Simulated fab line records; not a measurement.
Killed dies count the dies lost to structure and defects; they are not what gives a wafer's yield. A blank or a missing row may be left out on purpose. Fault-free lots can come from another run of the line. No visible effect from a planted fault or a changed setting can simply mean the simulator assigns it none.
Which of the tools did it? / flow nandHarc / 15 lots with 43 wafers sampled at 3 steps, on a route of 1159 steps

WHAT THE GAUGES SHOWED, per wafer
NHARC_P_ZERO_WELL_CD_MEAS_11: target cd 500 nm. Usual: cdNm at 500.4 nm, with a standard deviation of 2.6.
lot=L176; measured=day 1 13:14; on=cdSem-01; cdNm (nm)=501.7 503.4 497.0; flag=
lot=L177; measured=day 1 19:07; on=cdSem-01; cdNm (nm)=501.9 498.5 505.5; flag=
lot=L178; measured=day 2 01:07; on=cdSem-03; cdNm (nm)=503.9 497.5 498.9; flag=
lot=L179; measured=day 2 07:07; on=cdSem-03; cdNm (nm)=497.2 501.2 503.1; flag=
lot=L181; measured=day 2 19:14; on=cdSem-01; cdNm (nm)=503.5 506.9 504.0; flag=
lot=L183; measured=day 3 07:14; on=cdSem-01; cdNm (nm)=499.3 501.8 498.3; flag=
lot=L186; measured=day 4 01:15; on=cdSem-01; cdNm (nm)=501.8 496.8 499.4; flag=
lot=L187; measured=day 4 07:18; on=cdSem-01; cdNm (nm)=499.7 502.3 502.2; flag=
lot=L189; measured=day 4 19:10; on=cdSem-02; cdNm (nm)=506.8 500.8; flag=
lot=L190; measured=day 5 01:14; on=cdSem-02; cdNm (nm)=499.5 500.0 501.7; flag=
lot=L193; measured=day 5 19:07; on=cdSem-03; cdNm (nm)=504.7 501.6 497.1; flag=
lot=L194; measured=day 6 01:07; on=cdSem-02; cdNm (nm)=506.6 502.7; flag=
lot=L195; measured=day 6 07:07; on=cdSem-01; cdNm (nm)=502.2 496.9 499.8; flag=
lot=L196; measured=day 6 13:14; on=cdSem-01; cdNm (nm)=499.0 498.4 499.7; flag=
lot=L199; measured=day 7 07:18; on=cdSem-03; cdNm (nm)=500.6 494.6 497.1; flag=

NHARC_P_GATE_CD_MEAS_59: target cd 720 nm. Usual: cdNm at 718.1 nm, with a standard deviation of 2.7.
lot=L176; measured=day 4 23:11; on=cdSem-02; cdNm (nm)=722.1 714.8 717.9; flag=
lot=L177; measured=day 5 11:44; on=cdSem-03; cdNm (nm)=723.5 719.9 717.5; flag=
lot=L178; measured=day 6 00:50; on=cdSem-02; cdNm (nm)=717.4 715.4 718.6; flag=
lot=L179; measured=day 6 01:10; on=cdSem-01; cdNm (nm)=719.1 722.1 719.3; flag=
lot=L181; measured=day 6 17:38; on=cdSem-01; cdNm (nm)=721.6 719.1 719.9; flag=
lot=L183; measured=day 7 04:25; on=cdSem-03; cdNm (nm)=719.1 721.5 719.8; flag=
lot=L186; measured=day 8 00:50; on=cdSem-03; cdNm (nm)=723.0 720.1 714.9; flag=
lot=L187; measured=day 7 20:15; on=cdSem-03; cdNm (nm)=719.5 720.6 721.4; flag=
lot=L189; measured=day 8 10:02; on=cdSem-02; cdNm (nm)=718.3 713.7; flag=
lot=L190; measured=day 8 20:44; on=cdSem-02; cdNm (nm)=720.1 718.6 721.0; flag=
lot=L193; measured=day 9 09:01; on=cdSem-03; cdNm (nm)=719.9 723.0 723.2; flag=
lot=L194; measured=day 9 20:47; on=cdSem-03; cdNm (nm)=714.6 717.5; flag=
lot=L195; measured=day 10 00:52; on=cdSem-02; cdNm (nm)=722.0 719.9 716.2; flag=
lot=L196; measured=day 10 09:59; on=cdSem-01; cdNm (nm)=719.1 717.2 715.6; flag=
lot=L199; measured=day 10 20:14; on=cdSem-01; cdNm (nm)=715.2 714.6 720.2; flag=

WHICH TOOL RAN EACH LOT (tool, then ch and the chambers of the sampled wafers, then the start)
lot=L176; NHARC_P_GATE_ALD_36=aldSin-02 ch 0,2,3, day 4 13:04
lot=L177; NHARC_P_GATE_ALD_36=aldSin-01 ch 0,1,3, day 5 00:39
lot=L178; NHARC_P_GATE_ALD_36=aldSin-03 ch 0,2, day 5 13:45
lot=L179; NHARC_P_GATE_ALD_36=aldSin-01 ch 0,2,3, day 5 12:47
lot=L181; NHARC_P_GATE_ALD_36=aldSin-01 ch 0,1,3, day 6 03:17
lot=L183; NHARC_P_GATE_ALD_36=aldSin-02 ch 0,2, day 6 14:11
lot=L186; NHARC_P_GATE_ALD_36=aldSin-01 ch 0,1,3, day 7 13:18
lot=L187; NHARC_P_GATE_ALD_36=aldSin-02 ch 1,3, day 7 08:43
lot=L189; NHARC_P_GATE_ALD_36=aldSin-02 ch 1,2, day 8 01:56
lot=L190; NHARC_P_GATE_ALD_36=aldSin-02 ch 0,3, day 8 06:14
lot=L193; NHARC_P_GATE_ALD_36=aldSin-01 ch 1,3, day 8 20:45
lot=L194; NHARC_P_GATE_ALD_36=aldSin-02 ch 0,1, day 9 12:23
lot=L195; NHARC_P_GATE_ALD_36=aldSin-03 ch 0,2,3, day 9 12:38
lot=L196; NHARC_P_GATE_ALD_36=aldSin-01 ch 0,1,2, day 9 19:43
lot=L199; NHARC_P_GATE_ALD_36=aldSin-01 ch 2,3, day 10 07:40
- NHARC_P_GATE_ALD_36: deposits SiNx, target thk 20 nm, pulse time 60 s, ald cycles 223.

AS READ BY THE TOOLS THEMSELVES (means over the sampled wafers that have a number; for cases with no such wafer, the mark the record gives instead)
NHARC_P_GATE_ALD_36. Usual: heaterPowerW 840 W, standard deviation 97; precursorPulseHeightRel 1.000, standard deviation 0.02.
lot=L176; tool=aldSin-02; heaterPowerW (W)=820; precursorPulseHeightRel=1.005; flag=
lot=L177; tool=aldSin-01; heaterPowerW (W)=785; precursorPulseHeightRel=0.995; flag=
lot=L178; tool=aldSin-03; heaterPowerW (W)=1019; precursorPulseHeightRel=1.005; flag=
lot=L179; tool=aldSin-01; heaterPowerW (W)=844; precursorPulseHeightRel=0.997; flag=
lot=L181; tool=aldSin-01; heaterPowerW (W)=780; precursorPulseHeightRel=0.988; flag=
lot=L183; tool=aldSin-02; heaterPowerW (W)=866; precursorPulseHeightRel=1.000; flag=
lot=L186; tool=aldSin-01; heaterPowerW (W)=747; precursorPulseHeightRel=1.003; flag=
lot=L187; tool=aldSin-02; heaterPowerW (W)=792; precursorPulseHeightRel=1.005; flag=
lot=L189; tool=aldSin-02; heaterPowerW (W)=873; precursorPulseHeightRel=0.986; flag=
lot=L190; tool=aldSin-02; heaterPowerW (W)=784; precursorPulseHeightRel=0.990; flag=
lot=L193; tool=aldSin-01; heaterPowerW (W)=728; precursorPulseHeightRel=0.986; flag=
lot=L194; tool=aldSin-02; heaterPowerW (W)=808; precursorPulseHeightRel=0.974; flag=
lot=L195; tool=aldSin-03; heaterPowerW (W)=900; precursorPulseHeightRel=1.044; flag=
lot=L196; tool=aldSin-01; heaterPowerW (W)=799; precursorPulseHeightRel=0.990; flag=
lot=L199; tool=aldSin-01; heaterPowerW (W)=818; precursorPulseHeightRel=1.006; flag=

THE ANSWER, worked out from the rows above alone
Rule: a lot is off if the mean of its wafers that have a number lies more than 3 standard deviations from the usual mean. A lot without any number at a reading at which 4 lots or more have one is off too. The other lots that the step has rows for count as sound. After the gauges, taken in route order, come the tools' own readings; for these a lot's mean is taken, as printed above. The first step at which some lot is off is used, and at that step the reading that is off furthest; a lot without a number counts as furthest.
No lot is off on any of the readings shown, so nothing can be concluded from this.

WHAT THE SIMULATOR HAD PUT IN
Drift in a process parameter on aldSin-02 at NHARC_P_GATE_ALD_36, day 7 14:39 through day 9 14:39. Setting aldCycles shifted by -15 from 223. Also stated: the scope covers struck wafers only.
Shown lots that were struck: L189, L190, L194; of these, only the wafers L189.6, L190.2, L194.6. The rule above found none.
